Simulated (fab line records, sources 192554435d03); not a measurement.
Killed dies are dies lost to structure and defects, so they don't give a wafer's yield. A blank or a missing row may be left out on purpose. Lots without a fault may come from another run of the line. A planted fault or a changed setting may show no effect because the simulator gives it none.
Split-lot experiment | flow n5_finfet | 7 lots, 39 wafers read, on a route of 1938 steps

THE SPLIT
At N5_ZERO_LAYER_PECVD_02 (deposits SiO2 from SiH4/N2O, target thk 10 nm, time 6 s), the setting target_thk_a was moved away from the recipe's 100 angstrom on 15 of the 39 wafers read, by -14.0% to +10.1%. The other wafers ran this setting at the recipe's value.

The reading is taken at the split's own step.

THE READING
SiO2_of_ZERO_LAYER_PECVD_02.thk_nm (the simulator's own value, which no gauge read), in nm, at N5_ZERO_LAYER_PECVD_02 (deposits SiO2 from SiH4/N2O, target thk 10 nm, time 6 s). The file gives no usual value for it. The 24 wafers here that ran the recipe average 10.044 nm, standard deviation 0.13 nm.

wafer  | tool, chamber at the split | target_thk_a as run, angstrom | against the recipe | SiO2_of_ZERO_LAYER_PECVD_02.thk_nm, nm | against lot-mates on the recipe
L078.1 | pecvd-01, 0                | 100                           | recipe             | 9.908                                  | -
L078.2 | pecvd-01, 2                | 85.96                         | -14.0%             | 8.716                                  | -1.246
L078.3 | pecvd-01, 1                | 100                           | recipe             | 9.991                                  | -
L078.4 | pecvd-01, 0                | 100                           | recipe             | 9.988                                  | -
L078.5 | pecvd-01, 1                | 85.96                         | -14.0%             | 8.793                                  | -1.169
L078.6 | pecvd-01, 2                | 85.96                         | -14.0%             | 8.819                                  | -1.143
L081.1 | pecvd-04, 2                | 100                           | recipe             | 10.13                                  | -
L081.2 | pecvd-04, 0                | 100                           | recipe             | 10.11                                  | -
L081.3 | pecvd-04, 1                | 100                           | recipe             | 9.965                                  | -
L081.4 | pecvd-04, 0                | 106.4                         | +6.4%              | 10.85                                  | +0.782
L081.5 | pecvd-04, 2                | 106.4                         | +6.4%              | 11.05                                  | +0.982
L081.6 | pecvd-04, 1                | 106.4                         | +6.4%              | 10.8                                   | +0.732
L083.1 | pecvd-03, 2                | 100                           | recipe             | 10.04                                  | -
L083.2 | pecvd-03, 1                | 100                           | recipe             | 10.05                                  | -
L083.3 | pecvd-03, 0                | 100                           | recipe             | 9.975                                  | -
L083.4 | pecvd-03, 0                | 100                           | recipe             | 10.18                                  | -
L083.5 | pecvd-03, 2                | 100                           | recipe             | 10.32                                  | -
L083.6 | pecvd-03, 1                | 100                           | recipe             | 10.34                                  | -
L084.1 | pecvd-04, 0                | 100                           | recipe             | 10                                     | -
L084.2 | pecvd-04, 2                | 100                           | recipe             | 9.984                                  | -
L084.3 | pecvd-04, 1                | 100                           | recipe             | 9.839                                  | -
L084.4 | pecvd-04, 0                | 110.1                         | +10.1%             | 10.95                                  | +1.009
L084.5 | pecvd-04, 2                | 110.1                         | +10.1%             | 11.45                                  | +1.509
L084.6 | pecvd-04, 1                | 110.1                         | +10.1%             | 11.09                                  | +1.149
L086.2 | pecvd-03, 2                | 100                           | recipe             | 10.08                                  | -
L086.3 | pecvd-03, 0                | 100                           | recipe             | 10.01                                  | -
L086.5 | pecvd-03, 2                | 100                           | recipe             | 10.18                                  | -
L093.1 | pecvd-04, 0                | 100                           | recipe             | 9.782                                  | -
L093.2 | pecvd-04, 2                | 104                           | +4.0%              | 10.46                                  | +0.593
L093.3 | pecvd-04, 1                | 100                           | recipe             | 9.876                                  | -
L093.4 | pecvd-04, 0                | 100                           | recipe             | 9.943                                  | -
L093.5 | pecvd-04, 1                | 104                           | +4.0%              | 10.48                                  | +0.613
L093.6 | pecvd-04, 2                | 104                           | +4.0%              | 10.66                                  | +0.793
L095.1 | pecvd-01, 2                | 95.14                         | -4.9%              | 9.715                                  | -0.405
L095.2 | pecvd-01, 0                | 95.14                         | -4.9%              | 9.423                                  | -0.697
L095.3 | pecvd-01, 1,0              | 100                           | recipe             | 10.13                                  | -
L095.4 | pecvd-01, 1,0              | 100                           | recipe             | 10.13                                  | -
L095.5 | pecvd-01, 1                | 100                           | recipe             | 10.1                                   | -
L095.6 | pecvd-01, 2                | 95.14                         | -4.9%              | 9.682                                  | -0.438
Where a row lists several chambers, the file gives one row for several wafers and doesn't say which wafer went through which chamber.

THE FIT
A straight line over all 39 wafers: SiO2_of_ZERO_LAYER_PECVD_02.thk_nm changes by +0.102 nm for each +1% of target_thk_a; r = +0.97; the points scatter about the line by 0.15 nm.
The same after taking each lot's own level away (the mean of its wafers on the recipe; 39 wafers): +0.104 nm for each +1%; r = +0.97; scatter 0.15 nm.
On that fit, the largest move of target_thk_a shifts the reading by 1.5 nm.
The lots' own levels span 9.8670 to 10.1508 nm, that is 2.1 times the standard deviation above.
So the lot-to-lot level changes the slope little: the two slopes agree.
Check: with one of the wafers moved furthest among these (-14.0%) left out of the fit, the line predicts -1.43 nm for it against its lot-mates. It came out at -1.25 nm against them.

THE FILE'S OWN FIT
SiO2_of_ZERO_LAYER_PECVD_02.thk_nm changes by +0.104 nm for each +1% of target_thk_a, r = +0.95.
